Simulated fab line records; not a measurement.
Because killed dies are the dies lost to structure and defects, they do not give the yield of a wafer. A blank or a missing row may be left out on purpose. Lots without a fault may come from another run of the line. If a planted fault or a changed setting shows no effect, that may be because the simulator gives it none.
Which tool did it?	flow n5_finfet	12 lots with 32 wafers sampled at 5 steps, on a route of 1938 steps

WHAT THE GAUGES READ, wafer by wafer
N5_BEOL_M3_THK_MEAS_53: measures by xrf. Usual: for M3_THK the level is 40.1 nm and the standard deviation is 1.6.
lot	measured	on	M3_THK (nm)	flag
L519	day 7 23:01	film_metro-01	39.7 41.5	
L520	day 8 02:55	film_metro-02	42.5 42.1 43.8	
L522	day 8 04:01	film_metro-02	44.1 42.4 45.0	
L523	day 8 22:06	film_metro-02	38.9 40.8 40.7	
L528	day 9 22:40	film_metro-02	37.6 39.8	
L527	day 10 06:32	film_metro-02	39.5 42.5	
L532	day 10 15:37	film_metro-02	36.0 38.4	
L535	day 11 22:53	film_metro-01	37.5 37.5 39.7	
L538	day 12 07:04	film_metro-01	38.9 38.6 37.9	
L540	day 12 22:14	film_metro-02	39.6 39.9 42.8	
L541	day 13 07:00	film_metro-02	39.4 41.1 42.3	
L542	day 13 11:27	film_metro-02	39.9 40.0 38.9	

N5_BEOL_M4_RC_MEAS_101. Usual: DIBL_N 36.9 mV/V, standard deviation 1.6; DIBL_P 37.1 mV/V, standard deviation 2; IOFF_N 0.17 nA/um, standard deviation 0.032; IOFF_P 0.22 nA/um, standard deviation 0.036; ION_N 674 uA/um, standard deviation 12; ION_P 463 uA/um, standard deviation 7.8; SS_N 71.7 mV/dec, standard deviation 0.63; SS_P 73.5 mV/dec, standard deviation 0.62; VT_N 249 mV, standard deviation 3.3; VT_P -250 mV, standard deviation 3.5.
lot	measured	on	DIBL_N (mV/V)	DIBL_P (mV/V)	IOFF_N (nA/um)	IOFF_P (nA/um)	ION_N (uA/um)	ION_P (uA/um)	SS_N (mV/dec)	SS_P (mV/dec)	VT_N (mV)	VT_P (mV)	flag
L519	day 8 11:50	prober-01	36.2 38.1	35.7 38.2	0.16 0.20	0.21 0.25	685 693	463 468	72.0 72.9	73.2 74.0	248 245	-251 -246	
L520	day 8 20:54	prober-02	36.8 36.7 37.8	37.8 36.2 37.1	0.15 0.15 0.17	0.27 0.24 0.25	664 649 666	466 462 466	71.3 71.9 71.1	73.3 73.0 73.1	252 251 249	-245 -247 -244	
L522	day 9 03:10	prober-01	38.6 36.9 35.1	39.4 39.0 35.2	0.20 0.18 0.14	0.29 0.29 0.21	679 689 664	469 474 464	71.8 72.1 71.2	74.3 73.9 73.3	247 249 252	-246 -246 -248	
L523	day 9 14:09	prober-01	34.7 38.3 35.0	36.2 39.0 35.9	0.13 0.18 0.14	0.19 0.22 0.18	656 672 665	462 457 463	70.8 72.0 70.9	73.8 74.0 73.2	253 249 251	-251 -251 -252	
L528	day 10 13:36	prober-02	35.6 38.5	38.5 39.7	0.16 0.21	0.23 0.26	687 678	467 465	70.9 71.1	73.9 74.3	250 249	-251 -250	
L527	day 10 20:43	prober-01	35.6 35.7	37.6 37.9	0.16 0.16	0.21 0.22	676 674	466 458	71.0 71.9	73.9 73.2	250 250	-249 -252	
L532	day 11 01:46	prober-01	37.2 36.7	38.2 37.3	0.17 0.16	0.24 0.22	681 685	473 474	71.6 71.9	73.7 72.7	248 249	-249 -252	
L535	day 12 11:32	prober-01	36.4 36.5 36.6	39.1 37.9 37.2	0.17 0.18 0.16	0.25 0.23 0.21	680 679 676	473 461 460	72.1 71.7 71.1	74.0 74.3 74.2	253 249 254	-248 -249 -254	
L538	day 12 16:58	prober-01	36.1 41.5 36.2	33.3 40.4 33.7	0.14 0.26 0.14	0.20 0.34 0.20	668 700 674	458 481 465	70.9 71.9 71.4	72.6 74.8 72.5	251 243 251	-249 -241 -247	
L540	day 13 12:01	prober-01	36.6 37.0 37.5	38.6 40.2 40.7	0.18 0.19 0.20	0.22 0.25 0.27	679 675 683	459 459 468	72.4 72.4 72.8	73.8 74.0 74.1	250 248 246	-249 -252 -247	
L541	day 13 14:08	prober-01	36.7 35.1 38.2	34.9 32.2 36.6	0.18 0.14 0.19	0.25 0.20 0.27	682 667 673	472 464 466	71.2 71.7 72.0	73.7 72.9 73.8	246 253 248	-246 -249 -245	
L542	day 13 22:05	prober-01	36.4 37.4 34.4	37.4 38.7 35.7	0.16 0.17 0.12	0.24 0.25 0.21	676 677 664	469 467 467	71.2 70.5 71.0	73.3 73.9 72.7	247 249 255	-245 -247 -249	

WHICH TOOL RAN EACH LOT (tool, then ch and the chambers of the sampled wafers, then the start)
lot	N5_BEOL_M3_ANNEAL_82	N5_BEOL_M3_SPUTTER_86	N5_BEOL_M4_COAT_61
L519	pvd_sputter-02, day 7 20:59	pvd_sputter-02, day 7 21:08	litho_track-01 ch 0, day 8 00:22
L520	pvd_sputter-02, day 8 00:53	pvd_sputter-02, day 8 01:02	litho_track-01 ch 0, day 8 03:34
L522	pvd_sputter-01, day 8 01:59	pvd_sputter-01, day 8 02:07	litho_track-02 ch 0, day 8 06:13
L523	pvd_sputter-01, day 8 20:04	pvd_sputter-01, day 8 20:13	litho_track-01 ch 0, day 8 23:26
L528	pvd_sputter-01, day 9 20:37	pvd_sputter-01, day 9 20:46	litho_track-01 ch 0, day 10 00:07
L527	pvd_sputter-01, day 10 04:25	pvd_sputter-01, day 10 04:34	litho_track-01 ch 0, day 10 08:10
L532	pvd_sputter-01, day 10 13:35	pvd_sputter-01, day 10 13:44	litho_track-01 ch 0, day 10 17:05
L535	pvd_sputter-03, day 11 20:50	pvd_sputter-03, day 11 20:58	litho_track-02 ch 0, day 11 23:34
L538	pvd_sputter-03, day 12 04:27	pvd_sputter-03, day 12 04:35	litho_track-04 ch 0, day 12 08:05
L540	pvd_sputter-01, day 12 18:54	pvd_sputter-01, day 12 19:02	litho_track-04 ch 0, day 13 02:50
L541	pvd_sputter-02, day 13 04:59	pvd_sputter-02, day 13 05:07	litho_track-04 ch 0, day 13 08:11
L542	pvd_sputter-03, day 13 09:11	pvd_sputter-03, day 13 09:19	litho_track-02 ch 0, day 13 12:04
- N5_BEOL_M3_ANNEAL_82: time 240 s.
- N5_BEOL_M3_SPUTTER_86: material Cu, target thk 4.5 nm, time 8.29 s.
- N5_BEOL_M4_COAT_61: time 60 s, resist thk 60 nm.

WHAT THE TOOLS THEMSELVES READ (means of the sampled wafers that have a number; where no wafer has one, the mark that the record gives instead)
N5_BEOL_M3_ANNEAL_82. Usual: heater_power_w at 848 W, with a standard deviation of 98.
lot	tool	heater_power_w (W)	flag
L519	pvd_sputter-02	790	
L520	pvd_sputter-02	816	
L522	pvd_sputter-01	796	
L523	pvd_sputter-01	920	
L528	pvd_sputter-01	936	
L527	pvd_sputter-01	902	
L532	pvd_sputter-01	776	
L535	pvd_sputter-03	864	
L538	pvd_sputter-03	894	
L540	pvd_sputter-01	913	
L541	pvd_sputter-02	855	
L542	pvd_sputter-03	852	

N5_BEOL_M3_SPUTTER_86. Usual: chuck_sensor_temp_C -16.1 C, standard deviation 0.54; throttle_valve_pct 29.8 %, standard deviation 1.4.
lot	tool	chuck_sensor_temp_C (C)	throttle_valve_pct (%)	flag
L519	pvd_sputter-02	-16.4	28.4	
L520	pvd_sputter-02	-15.9	29.1	
L522	pvd_sputter-01	-16.5	30.8	
L523	pvd_sputter-01	-16.2	28.5	
L528	pvd_sputter-01	-16.2	28.3	
L527	pvd_sputter-01	-16.5	29.7	
L532	pvd_sputter-01	-16.2	29.9	
L535	pvd_sputter-03	-15.3	29.7	
L538	pvd_sputter-03	-15.5	29.5	
L540	pvd_sputter-01	-16.4	29.5	
L541	pvd_sputter-02	-16.3	29.9	
L542	pvd_sputter-03	-15.6	30.0	

N5_BEOL_M4_COAT_61. Usual: run_length_s at 66.22 s, with a standard deviation of 0.15.
lot	tool	run_length_s (s)	flag
L519	litho_track-01	66.26	
L520	litho_track-01	66.34	
L522	litho_track-02	66.24	
L523	litho_track-01	66.25	
L528	litho_track-01	71.37	OFF
L527	litho_track-01	76.44	OFF
L532	litho_track-01	71.47	OFF
L535	litho_track-02	66.22	
L538	litho_track-04	66.10	
L540	litho_track-04	66.09	
L541	litho_track-04	66.17	
L542	litho_track-02	66.43	

THE ANSWER, worked out from the rows above alone
Rule: take the mean of a lot's wafers that have a number; if it is more than 3 standard deviations from the usual mean, the lot is off. Also off: a lot with no number at a reading for which 4 or more lots have one. The other lots that the step has rows for count as sound. After the gauges, taken in route order, come the tools' own readings; for these a lot's mean is taken, as printed above. The first step at which some lot is off is used, and at that step the reading that is off furthest; a lot without a number counts as furthest.
Off: L528, L527, L532, at N5_BEOL_M4_COAT_61 (run_length_s).
A tool fits if, at that step or a process step before it, it ran every lot that is off, and no sound lot after the first of them. One fits: N5_BEOL_M4_COAT_61 on litho_track-01. Its last sound lot is L523 (day 8 23:26), its first lot that is off L528 (day 10 00:07): a fault that began between those two fits.
The tool's own readings at N5_BEOL_M4_COAT_61 bear it out: on the lots that are off they differ by more than 5 times the standard deviation of the sound lots' means. run_length_s reads 73.09 s there against 66.23 s on the sound lots.

WHAT THE SIMULATOR HAD PUT IN
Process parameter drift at N5_BEOL_M4_COAT_61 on litho_track-01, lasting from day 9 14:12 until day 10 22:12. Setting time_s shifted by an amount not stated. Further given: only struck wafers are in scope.
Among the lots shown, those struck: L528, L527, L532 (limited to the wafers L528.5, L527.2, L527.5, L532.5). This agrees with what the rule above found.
